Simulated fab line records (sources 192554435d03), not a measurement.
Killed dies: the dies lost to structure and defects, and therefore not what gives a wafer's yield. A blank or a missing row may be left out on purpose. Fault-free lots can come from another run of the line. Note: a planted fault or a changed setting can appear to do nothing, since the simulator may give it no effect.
Split-lot trial / flow n5_finfet / 39 wafers read across 7 lots, on a route 1938 steps long

== ABOUT THE SPLIT ==
At N5_BEOL_M11_ETCH_62 (etches SOC in N2/H2, target depth 110 nm, overetch 22 nm, time 165 s), the setting time_s was moved away from the recipe's 165 s on 18 of the 39 wafers read, by -46.5% to +44.2%. The other wafers ran this setting at the recipe's value.

The reading is taken at the split's own step.

== THE READING ==
SiARC_of_BEOL_M11_COAT_60.thk_nm (the simulator's own value, which no gauge read), in nm, at N5_BEOL_M11_ETCH_62 (etches SOC in N2/H2, target depth 110 nm, overetch 22 nm, time 165 s). The file gives no usual value for it. Across the 21 wafers here that went through the recipe, the average is 23.5 nm and the standard deviation 0.25 nm.

wafer=L075.1; tool, chamber at the split=rie_diel-05, 1,3; time_s as run, s=165; against the recipe=recipe; SiARC_of_BEOL_M11_COAT_60.thk_nm, nm=23.6; against lot-mates on the recipe=-
wafer=L075.4; tool, chamber at the split=rie_diel-05, 1,3; time_s as run, s=165; against the recipe=recipe; SiARC_of_BEOL_M11_COAT_60.thk_nm, nm=23.6; against lot-mates on the recipe=-
wafer=L075.2; tool, chamber at the split=rie_diel-05, 0; time_s as run, s=196.2; against the recipe=+18.9%; SiARC_of_BEOL_M11_COAT_60.thk_nm, nm=22; against lot-mates on the recipe=-1.7
wafer=L075.3; tool, chamber at the split=rie_diel-05, 2; time_s as run, s=165; against the recipe=recipe; SiARC_of_BEOL_M11_COAT_60.thk_nm, nm=24; against lot-mates on the recipe=-
wafer=L075.5; tool, chamber at the split=rie_diel-05, 2; time_s as run, s=196.2; against the recipe=+18.9%; SiARC_of_BEOL_M11_COAT_60.thk_nm, nm=22.8; against lot-mates on the recipe=-0.9
wafer=L075.6; tool, chamber at the split=rie_diel-05, 1; time_s as run, s=196.2; against the recipe=+18.9%; SiARC_of_BEOL_M11_COAT_60.thk_nm, nm=22.4; against lot-mates on the recipe=-1.3
wafer=L079.1; tool, chamber at the split=rie_diel-02, 0; time_s as run, s=136.2; against the recipe=-17.5%; SiARC_of_BEOL_M11_COAT_60.thk_nm, nm=25; against lot-mates on the recipe=+1.5
wafer=L079.2; tool, chamber at the split=rie_diel-02, 3,1; time_s as run, s=165; against the recipe=recipe; SiARC_of_BEOL_M11_COAT_60.thk_nm, nm=23.6; against lot-mates on the recipe=-
wafer=L079.3; tool, chamber at the split=rie_diel-02, 3,1; time_s as run, s=165; against the recipe=recipe; SiARC_of_BEOL_M11_COAT_60.thk_nm, nm=23.6; against lot-mates on the recipe=-
wafer=L079.4; tool, chamber at the split=rie_diel-02, 2; time_s as run, s=136.2; against the recipe=-17.5%; SiARC_of_BEOL_M11_COAT_60.thk_nm, nm=24.4; against lot-mates on the recipe=+0.9
wafer=L079.5; tool, chamber at the split=rie_diel-02, 3; time_s as run, s=136.2; against the recipe=-17.5%; SiARC_of_BEOL_M11_COAT_60.thk_nm, nm=24.6; against lot-mates on the recipe=+1.1
wafer=L079.6; tool, chamber at the split=rie_diel-02, 2; time_s as run, s=165; against the recipe=recipe; SiARC_of_BEOL_M11_COAT_60.thk_nm, nm=23.2; against lot-mates on the recipe=-
wafer=L087.1; tool, chamber at the split=rie_diel-04, 1; time_s as run, s=195; against the recipe=+18.2%; SiARC_of_BEOL_M11_COAT_60.thk_nm, nm=23; against lot-mates on the recipe=-0.4
wafer=L087.2; tool, chamber at the split=rie_diel-04, 3,0; time_s as run, s=195; against the recipe=+18.2%; SiARC_of_BEOL_M11_COAT_60.thk_nm, nm=22.4; against lot-mates on the recipe=-1.0
wafer=L087.3; tool, chamber at the split=rie_diel-04, 3,0; time_s as run, s=195; against the recipe=+18.2%; SiARC_of_BEOL_M11_COAT_60.thk_nm, nm=22.4; against lot-mates on the recipe=-1.0
wafer=L087.4; tool, chamber at the split=rie_diel-04, 2,2,3; time_s as run, s=165; against the recipe=recipe; SiARC_of_BEOL_M11_COAT_60.thk_nm, nm=23.4; against lot-mates on the recipe=-
wafer=L087.5; tool, chamber at the split=rie_diel-04, 2,2,3; time_s as run, s=165; against the recipe=recipe; SiARC_of_BEOL_M11_COAT_60.thk_nm, nm=23.4; against lot-mates on the recipe=-
wafer=L087.6; tool, chamber at the split=rie_diel-04, 2,2,3; time_s as run, s=165; against the recipe=recipe; SiARC_of_BEOL_M11_COAT_60.thk_nm, nm=23.4; against lot-mates on the recipe=-
wafer=L088.1; tool, chamber at the split=rie_diel-05, 3,1,3; time_s as run, s=88.21; against the recipe=-46.5%; SiARC_of_BEOL_M11_COAT_60.thk_nm, nm=26.4; against lot-mates on the recipe=+3.0
wafer=L088.3; tool, chamber at the split=rie_diel-05, 3,1,3; time_s as run, s=88.21; against the recipe=-46.5%; SiARC_of_BEOL_M11_COAT_60.thk_nm, nm=26.4; against lot-mates on the recipe=+3.0
wafer=L088.6; tool, chamber at the split=rie_diel-05, 3,1,3; time_s as run, s=88.21; against the recipe=-46.5%; SiARC_of_BEOL_M11_COAT_60.thk_nm, nm=26.4; against lot-mates on the recipe=+3.0
wafer=L088.2; tool, chamber at the split=rie_diel-05, 0; time_s as run, s=165; against the recipe=recipe; SiARC_of_BEOL_M11_COAT_60.thk_nm, nm=23.2; against lot-mates on the recipe=-
wafer=L088.5; tool, chamber at the split=rie_diel-05, 0; time_s as run, s=165; against the recipe=recipe; SiARC_of_BEOL_M11_COAT_60.thk_nm, nm=23.2; against lot-mates on the recipe=-
wafer=L088.4; tool, chamber at the split=rie_diel-05, 2; time_s as run, s=165; against the recipe=recipe; SiARC_of_BEOL_M11_COAT_60.thk_nm, nm=23.8; against lot-mates on the recipe=-
wafer=L090.1; tool, chamber at the split=rie_diel-02, 3; time_s as run, s=133.8; against the recipe=-18.9%; SiARC_of_BEOL_M11_COAT_60.thk_nm, nm=24.8; against lot-mates on the recipe=+1.3
wafer=L090.2; tool, chamber at the split=rie_diel-02, 1,2; time_s as run, s=165; against the recipe=recipe; SiARC_of_BEOL_M11_COAT_60.thk_nm, nm=23.4; against lot-mates on the recipe=-
wafer=L090.4; tool, chamber at the split=rie_diel-02, 1,2; time_s as run, s=165; against the recipe=recipe; SiARC_of_BEOL_M11_COAT_60.thk_nm, nm=23.4; against lot-mates on the recipe=-
wafer=L090.3; tool, chamber at the split=rie_diel-02, 0; time_s as run, s=165; against the recipe=recipe; SiARC_of_BEOL_M11_COAT_60.thk_nm, nm=23.8; against lot-mates on the recipe=-
wafer=L090.5; tool, chamber at the split=rie_diel-02, 1; time_s as run, s=133.8; against the recipe=-18.9%; SiARC_of_BEOL_M11_COAT_60.thk_nm, nm=24.6; against lot-mates on the recipe=+1.1
wafer=L090.6; tool, chamber at the split=rie_diel-02, 0; time_s as run, s=133.8; against the recipe=-18.9%; SiARC_of_BEOL_M11_COAT_60.thk_nm, nm=25; against lot-mates on the recipe=+1.5
wafer=L091.1; tool, chamber at the split=rie_diel-04, 1; time_s as run, s=165; against the recipe=recipe; SiARC_of_BEOL_M11_COAT_60.thk_nm, nm=24; against lot-mates on the recipe=-
wafer=L091.2; tool, chamber at the split=rie_diel-04, 2,0; time_s as run, s=238; against the recipe=+44.2%; SiARC_of_BEOL_M11_COAT_60.thk_nm, nm=20.2; against lot-mates on the recipe=-3.3
wafer=L091.6; tool, chamber at the split=rie_diel-04, 2,0; time_s as run, s=238; against the recipe=+44.2%; SiARC_of_BEOL_M11_COAT_60.thk_nm, nm=20.2; against lot-mates on the recipe=-3.3
wafer=L091.3; tool, chamber at the split=rie_diel-04, 0,2; time_s as run, s=165; against the recipe=recipe; SiARC_of_BEOL_M11_COAT_60.thk_nm, nm=23.2; against lot-mates on the recipe=-
wafer=L091.4; tool, chamber at the split=rie_diel-04, 0,2; time_s as run, s=165; against the recipe=recipe; SiARC_of_BEOL_M11_COAT_60.thk_nm, nm=23.2; against lot-mates on the recipe=-
wafer=L091.5; tool, chamber at the split=rie_diel-04, 1; time_s as run, s=238; against the recipe=+44.2%; SiARC_of_BEOL_M11_COAT_60.thk_nm, nm=21.2; against lot-mates on the recipe=-2.3
wafer=L095.2; tool, chamber at the split=rie_diel-05, 3; time_s as run, s=165; against the recipe=recipe; SiARC_of_BEOL_M11_COAT_60.thk_nm, nm=23.6; against lot-mates on the recipe=-
wafer=L095.4; tool, chamber at the split=rie_diel-05, 2; time_s as run, s=165; against the recipe=recipe; SiARC_of_BEOL_M11_COAT_60.thk_nm, nm=23.8; against lot-mates on the recipe=-
wafer=L095.6; tool, chamber at the split=rie_diel-05, 1; time_s as run, s=165; against the recipe=recipe; SiARC_of_BEOL_M11_COAT_60.thk_nm, nm=23.4; against lot-mates on the recipe=-
The file does not say which wafer passed through which chamber wherever a row lists several chambers: such a row stands for several wafers.

FIT RESULTS
A straight line over all 39 wafers: SiARC_of_BEOL_M11_COAT_60.thk_nm changes by -0.0636 nm for each +1% of time_s; r = -0.98; the points scatter about the line by 0.29 nm.
The same after taking each lot's own level away (the mean of its wafers on the recipe; 39 wafers): -0.0647 nm for each +1%; r = -0.98; scatter 0.29 nm.
That fit puts the effect of the largest move of time_s on the reading at 3 nm.
Across the lots, their own levels run from 23.40 to 23.73 nm, a range of 1.3 times the standard deviation given above.
So the lot-to-lot level changes the slope little: the two slopes agree.
Check: +3.04 nm against its lot-mates is what the line predicts for one of the wafers moved furthest among these (-46.5%) when that wafer is left out of the fit. It came out at +3 nm against them.

== ADDITIONAL SPLITS CARRIED BY THESE WAFERS ==
These wafers also went through other splits before the reading. Each is held against what the fit with the lots' levels taken away leaves over:
other split on the same wafers=N5_BEOL_M7_TRENCH_ETCH_37 time_s; wafers away from the commonest value=6; r with SiARC_of_BEOL_M11_COAT_60.thk_nm (lot level and that fit taken away)=-0.03

== THE WHOLE CHAIN: every reading that the file lists as answering this split, in the file's order ==
step=N5_BEOL_M11_ETCH_62; what it does=etches SOC in N2/H2, target depth 110 nm, overetch 22 nm, time 165 s; reading=SiARC_of_BEOL_M11_COAT_60.thk_nm (the simulator's own value, which no gauge read); change (the file's fit)=-0.0647 nm for each +1% of the setting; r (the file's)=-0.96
step=N5_BEOL_M11_HM_OPEN_17; what it does=chemistry Cl2/BCl3, target TiN, target depth 20 nm, overetch 6 nm; reading=etch.depth_nm (the simulator's own value, which no gauge read); change (the file's fit)=not straight: 19.73 at the lowest setting, 19.96 at the recipe, 13.32 at the highest; r (the file's)=not given

== THE FILE'S OWN FIT ==
SiARC_of_BEOL_M11_COAT_60.thk_nm changes by -0.0647 nm for each +1% of time_s, r = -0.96.
